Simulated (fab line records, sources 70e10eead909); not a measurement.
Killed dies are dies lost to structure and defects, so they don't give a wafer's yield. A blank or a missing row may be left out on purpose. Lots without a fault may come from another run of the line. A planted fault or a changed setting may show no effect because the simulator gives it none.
Which tool did it? | flow nand_harc | 12 lots, 36 wafers sampled, at 6 steps of a route of 1159

WHAT THE GAUGES READ, wafer by wafer
NHARC_P_GATE_CD_MEAS_59: target cd 720 nm. Usual: cd_nm 720.4 nm, standard deviation 1.6.
lot  | measured     | on        | cd_nm (nm)        | flag
L177 | day 6 03:49  | cd_sem-01 | - - -             | OFF
L179 | day 6 10:05  | cd_sem-03 | 722.3 721.2 721.0 |
L187 | day 8 11:55  | cd_sem-01 | 717.0 720.2 720.0 |
L189 | day 9 04:40  | cd_sem-02 | 719.9 722.3 720.6 |
L188 | day 9 05:32  | cd_sem-02 | 718.5 719.1 719.7 |
L190 | day 9 05:23  | cd_sem-02 | 719.7 718.4 718.6 |
L191 | day 9 10:58  | cd_sem-01 | 716.8 719.5 720.0 |
L192 | day 9 18:52  | cd_sem-01 | 719.3 716.9 718.5 |
L193 | day 10 02:12 | cd_sem-02 | 720.0 722.5 721.5 |
L194 | day 10 09:04 | cd_sem-03 | 722.1 723.1 722.1 |
L195 | day 10 08:44 | cd_sem-01 | 718.3 720.5 719.9 |
L197 | day 11 01:02 | cd_sem-02 | 722.2 722.1 721.2 |

NHARC_END_SORT_01. Usual: killed_at_array 28, standard deviation 11; killed_at_other 0.6, standard deviation 0.85; killed_at_periphery 2.8, standard deviation 2.3; killed_dies 31, standard deviation 11; killed_open 3.1, standard deviation 1.6; killed_short 2.0, standard deviation 1.4.
lot  | measured     | on        | killed_at_array | killed_at_other | killed_at_periphery | killed_dies | killed_open | killed_short | flag
L177 | day 20 04:07 | prober-01 | 28 31 34        | 0 1 0           | 649 645 643         | 677 677 677 | 3 4 5       | 0 1 0        | OFF

WHICH TOOL RAN EACH LOT (tool, then ch and the chambers of the sampled wafers, then the start)
lot  | NHARC_P_GATE_DESCUM_13            | NHARC_P_GATE_ETCHBACK_37                      | NHARC_P_GATE_EXPOSE_56            | NHARC_P_GATE_DEGAS_109
L177 | rie_diel-07 ch 1,2,3, day 4 23:05 | rie_diel-01 ch 0,1,2, day 6 03:40 or earlier  | krf_scanner-04 ch 0, day 6 03:40  | pvd_sputter-01, day 6 07:45
L179 | rie_diel-07 ch 1,3, day 5 06:12   | rie_diel-01 ch 2,3, day 6 09:56 or earlier    | krf_scanner-02 ch 0, day 6 09:56  | pvd_sputter-03, day 6 13:59
L187 | rie_diel-07 ch 0,2,3, day 7 06:01 | rie_diel-08 ch 0,1,2, day 8 11:45 or earlier  | krf_scanner-03 ch 0, day 8 11:45  | pvd_sputter-03, day 8 15:38
L189 | rie_diel-07 ch 2,3, day 7 22:27   | rie_diel-08 ch 0,3, day 9 04:31 or earlier    | krf_scanner-04 ch 0, day 9 04:31  | pvd_sputter-02, day 9 08:32
L188 | rie_diel-07 ch 0,2,3, day 7 22:37 | rie_diel-01 ch 0,1,3, day 9 05:23 or earlier  | krf_scanner-03 ch 0, day 9 05:23  | pvd_sputter-03, day 9 09:45
L190 | rie_diel-07 ch 1,2, day 7 22:46   | rie_diel-07 ch 0,1,2, day 9 05:14 or earlier  | krf_scanner-02 ch 0, day 9 05:14  | pvd_sputter-03, day 9 09:19
L191 | rie_diel-08 ch 0,3, day 8 06:55   | rie_diel-01 ch 0,1, day 9 10:49 or earlier    | krf_scanner-03 ch 0, day 9 10:49  | pvd_sputter-02, day 9 14:39
L192 | rie_diel-07 ch 0,2, day 8 12:36   | rie_diel-01 ch 1,3, day 9 18:42 or earlier    | krf_scanner-03 ch 0, day 9 18:42  | pvd_sputter-01, day 9 22:33
L193 | rie_diel-08 ch 0,1, day 8 21:29   | rie_diel-01 ch 1,2, day 10 02:02 or earlier   | krf_scanner-04 ch 0, day 10 02:02 | pvd_sputter-01, day 10 05:55
L194 | rie_diel-07 ch 2,3, day 9 04:26   | rie_diel-08 ch 0,2,3, day 10 08:55 or earlier | krf_scanner-03 ch 0, day 10 08:55 | pvd_sputter-02, day 10 13:07
L195 | rie_diel-07 ch 0,1,2, day 9 04:37 | rie_diel-07 ch 1,2, day 10 08:34 or earlier   | krf_scanner-03 ch 0, day 10 08:34 | pvd_sputter-02, day 10 12:35
L197 | rie_diel-07 ch 0,2,3, day 9 21:07 | rie_diel-08 ch 2,3, day 11 00:53 or earlier   | krf_scanner-04 ch 0, day 11 00:53 | pvd_sputter-03, day 11 04:58
- NHARC_P_GATE_DESCUM_13: chemistry O2, time 3 s.
- NHARC_P_GATE_ETCHBACK_37: etches the open film in CHF3/O2, target depth 34.5 nm, time 17.2 s.
- NHARC_P_GATE_EXPOSE_56: exposes mask P PSD, target cd 720 nm.
- NHARC_P_GATE_DEGAS_109: time 60 s.

WHAT THE TOOLS THEMSELVES READ (means of the sampled wafers that have a number; where no wafer has one, the mark that the record gives instead)
NHARC_P_GATE_DESCUM_13. Usual: drypump_motor_current_A 5.7 A, standard deviation 0.48; oes_product_au 0.994 a.u., standard deviation 0.01; rf_vpp_V 57.9 V, standard deviation 0.77; showerhead_plenum_p_Torr 1.92 Torr, standard deviation 0.091; throttle_valve_pct 11.312 %, standard deviation 0.0081.
lot  | tool        | drypump_motor_current_A (A) | oes_product_au (a.u.) | rf_vpp_V (V) | showerhead_plenum_p_Torr (Torr) | throttle_valve_pct (%) | flag
L177 | rie_diel-07 | 5.9                         | 1.000                 | 58.2         | 1.97                            | 11.313                 |
L179 | rie_diel-07 | 5.8                         | 0.990                 | 57.9         | 2.03                            | 11.322                 |
L187 | rie_diel-07 | 6.0                         | 0.989                 | 58.1         | 1.90                            | 11.309                 |
L189 | rie_diel-07 | 6.4                         | 0.994                 | 57.9         | 1.97                            | 11.313                 |
L188 | rie_diel-07 | 6.0                         | 0.994                 | 57.5         | 1.90                            | 11.304                 |
L190 | rie_diel-07 | 5.4                         | 1.000                 | 58.2         | 1.92                            | 11.309                 |
L191 | rie_diel-08 | 5.8                         | 0.988                 | 57.7         | 1.98                            | 11.315                 |
L192 | rie_diel-07 | 5.6                         | 0.990                 | 58.4         | 1.83                            | 11.318                 |
L193 | rie_diel-08 | 5.4                         | 1.000                 | 58.1         | 1.94                            | 11.304                 |
L194 | rie_diel-07 | 5.9                         | 0.996                 | 57.5         | 1.91                            | 11.310                 |
L195 | rie_diel-07 | 5.5                         | 0.988                 | 57.6         | 1.90                            | 11.307                 |
L197 | rie_diel-07 | 6.0                         | 0.991                 | 56.6         | 1.89                            | 11.303                 |

NHARC_P_GATE_ETCHBACK_37. Usual: drypump_motor_current_A 5.7 A, standard deviation 0.41; oes_product_au 0.95 a.u., standard deviation 0.038; rf_vpp_V 371.0 V, standard deviation 2.4; showerhead_plenum_p_Torr 2.42 Torr, standard deviation 0.11; throttle_valve_pct 20.573 %, standard deviation 0.0091.
lot  | tool        | drypump_motor_current_A (A) | oes_product_au (a.u.) | rf_vpp_V (V) | showerhead_plenum_p_Torr (Torr) | throttle_valve_pct (%) | flag
L177 | rie_diel-01 | 5.7                         | 0.93                  | 370.7        | 2.35                            | 20.574                 |
L179 | rie_diel-01 | 5.3                         | 0.92                  | 371.1        | 2.43                            | 20.578                 |
L187 | rie_diel-08 | 5.5                         | 0.99                  | 369.8        | 2.36                            | 20.571                 |
L189 | rie_diel-08 | 5.7                         | 0.94                  | 372.2        | 2.48                            | 20.575                 |
L188 | rie_diel-01 | 5.5                         | 1.00                  | 372.7        | 2.49                            | 20.565                 |
L190 | rie_diel-07 | 5.5                         | 0.92                  | 371.2        | 2.39                            | 20.568                 |
L191 | rie_diel-01 | 5.9                         | 0.99                  | 373.0        | 2.53                            | 20.560                 |
L192 | rie_diel-01 | 5.4                         | 0.93                  | 370.8        | 2.44                            | 20.578                 |
L193 | rie_diel-01 | 5.5                         | 1.01                  | 370.8        | 2.40                            | 20.580                 |
L194 | rie_diel-08 | 5.7                         | 0.91                  | 369.9        | 2.39                            | 20.585                 |
L195 | rie_diel-07 | 5.4                         | 0.92                  | 372.1        | 2.48                            | 20.575                 |
L197 | rie_diel-08 | 5.7                         | 1.00                  | 369.0        | 2.31                            | 20.576                 |

NHARC_P_GATE_DEGAS_109. Usual: heater_power_w 465 W, standard deviation 44; susceptor_temp_C 300.02 C, standard deviation 0.19.
lot  | tool           | heater_power_w (W) | susceptor_temp_C (C) | flag
L177 | pvd_sputter-01 | 493                | 300.00               |
L179 | pvd_sputter-03 | 467                | 300.08               |
L187 | pvd_sputter-03 | 466                | 300.15               |
L189 | pvd_sputter-02 | 462                | 299.80               |
L188 | pvd_sputter-03 | 482                | -                    | OFF
L190 | pvd_sputter-03 | 464                | 299.81               |
L191 | pvd_sputter-02 | 430                | 300.07               |
L192 | pvd_sputter-01 | 496                | 300.09               |
L193 | pvd_sputter-01 | 460                | 300.00               |
L194 | pvd_sputter-02 | 454                | 300.04               |
L195 | pvd_sputter-02 | 415                | 300.18               |
L197 | pvd_sputter-03 | 499                | 299.95               |

THE ANSWER, worked out from the rows above alone
Rule: a lot is off if the mean of its wafers that have a number lies more than 3 standard deviations from the usual mean. A lot without any number at a reading at which 4 lots or more have one is off too. The other lots that the step has rows for count as sound. The gauges are gone through in route order, then the tools' own readings, and for those a lot's mean is taken as printed above. The first step at which some lot is off is used, and at that step the reading that is off furthest; a lot without a number counts as furthest.
Off: L177, at NHARC_P_GATE_CD_MEAS_59 (cd_nm). Without a number there: L177.
A tool fits if, at a process step before that reading, it ran every lot that is off, and no sound lot after the first of them. The gauges at NHARC_P_GATE_CD_MEAS_59 aren't tried: what is off there is off at NHARC_END_SORT_01 too, on other tools, and a gauge's error can't cause that. NHARC_P_GATE_ETCHBACK_37 gives no start for some lots, so the hours and the order of its lots are those of NHARC_P_GATE_EXPOSE_56. None of those tried fits.

WHAT THE SIMULATOR HAD PUT IN
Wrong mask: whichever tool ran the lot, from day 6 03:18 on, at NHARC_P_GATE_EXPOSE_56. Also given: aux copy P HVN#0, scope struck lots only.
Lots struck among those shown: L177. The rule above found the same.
